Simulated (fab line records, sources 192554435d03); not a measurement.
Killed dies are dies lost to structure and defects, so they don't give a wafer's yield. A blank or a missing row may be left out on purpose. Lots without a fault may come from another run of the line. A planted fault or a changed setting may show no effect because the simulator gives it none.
Chamber matching | flow n5_finfet | N5_BEOL_M8_CURE_74 on uv_cure-01: 3 sister chambers
The step cures SiCOH lowk, time 240 s. 27 wafers are shown with their chamber, then 12 later ones without.

WAFERS WITH THEIR CHAMBER
wafer  | chamber | wafer_temp_C_max | lamp_power_pct (%)
L076.2 | 0       | 386.3            | 52.26
L076.5 | 0       | 386.2            | 52.34
L076.6 | 0       | 387.1            | 52.27
L079.1 | 2       | 385.8            | 52.38
L079.5 | 2       | 385.6            | 52.29
L079.6 | 2       | 385.9            | 52.37
L079.2 | 2       | 386.2            | 52.34
L079.3 | 2       | 386.1            | 52.44
L079.4 | 2       | 385.8            | 52.33
L081.1 | 1       | 388.8            | 52.33
L081.2 | 1       | 387.9            | 52.37
L081.6 | 1       | 387.4            | 52.31
L080.2 | 2       | 385.5            | 52.18
L080.4 | 2       | 385.9            | 52.31
L080.5 | 2       | 385.4            | 52.35
L082.1 | 0       | 386.6            | 52.36
L082.3 | 0       | 386.7            | 52.26
L082.6 | 0       | 386.6            | 52.29
L085.2 | 2       | 386.1            | 52.42
L085.3 | 2       | 385.9            | 52.27
L085.6 | 2       | 386.1            | 52.24
L086.1 | 0       | 386.3            | 52.38
L086.2 | 0       | 386.4            | 52.28
L086.4 | 0       | 386.8            | 52.34
L086.3 | 0       | 386.7            | 52.32
L086.5 | 0       | 387.6            | 52.33
L086.6 | 0       | 387.0            | 52.32

SIGNATURES (means of the wafers above)
reading          | chamber 0 | chamber 1 | chamber 2 | scatter within a chamber
wafer_temp_C_max | 386.692   | 388.033   | 385.858   | 0.38
lamp_power_pct   | 52.3125   | 52.3367   | 52.3267   | 0.0579
Rule: a wafer's distance from a chamber is the root of the sum, over the readings, of the square of ((its reading less the chamber's mean) divided by the reading's scatter). The wafer belongs to the nearest chamber; if the next one is less than 2 further off, it can't be placed. The scatter: the root of (the sum of the squares of (reading less its chamber's mean) over the shown wafers, divided by (wafers less chambers)).

WAFERS WITHOUT THEIR CHAMBER
wafer  | wafer_temp_C_max | lamp_power_pct (%)
L093.1 | 386.7            | 52.39
L093.3 | 386.6            | 52.28
L093.6 | 386.3            | 52.31
L094.1 | 386.2            | 52.24
L094.3 | 386.3            | 52.31
L094.4 | 386.5            | 52.31
L097.1 | 386.9            | 52.32
L097.4 | 386.1            | 52.27
L097.5 | 386.5            | 52.27
L097.2 | 386.6            | 52.24
L097.3 | 386.2            | 52.20
L097.6 | 386.4            | 52.27

WHICH CHAMBER EACH WENT THROUGH
wafer  | from the rows above     | in truth
L093.1 | can't be placed: 0 or 2 | 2
L093.3 | can't be placed: 0 or 2 | 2
L093.6 | can't be placed: 0 or 2 | 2
L094.1 | can't be placed: 2 or 0 | 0
L094.3 | can't be placed: 0 or 2 | 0
L094.4 | can't be placed: 0 or 2 | 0
L097.1 | 0                       | 0
L097.4 | can't be placed: 2 or 0 | 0
L097.5 | can't be placed: 0 or 2 | 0
L097.2 | can't be placed: 0 or 2 | 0
L097.3 | can't be placed: 0 or 2 | 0
L097.6 | can't be placed: 0 or 2 | 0
Placed correctly: 1 of 12. Can't be placed from these rows: 11 (the true chamber is among the candidates in 11). Placed wrongly: 0.
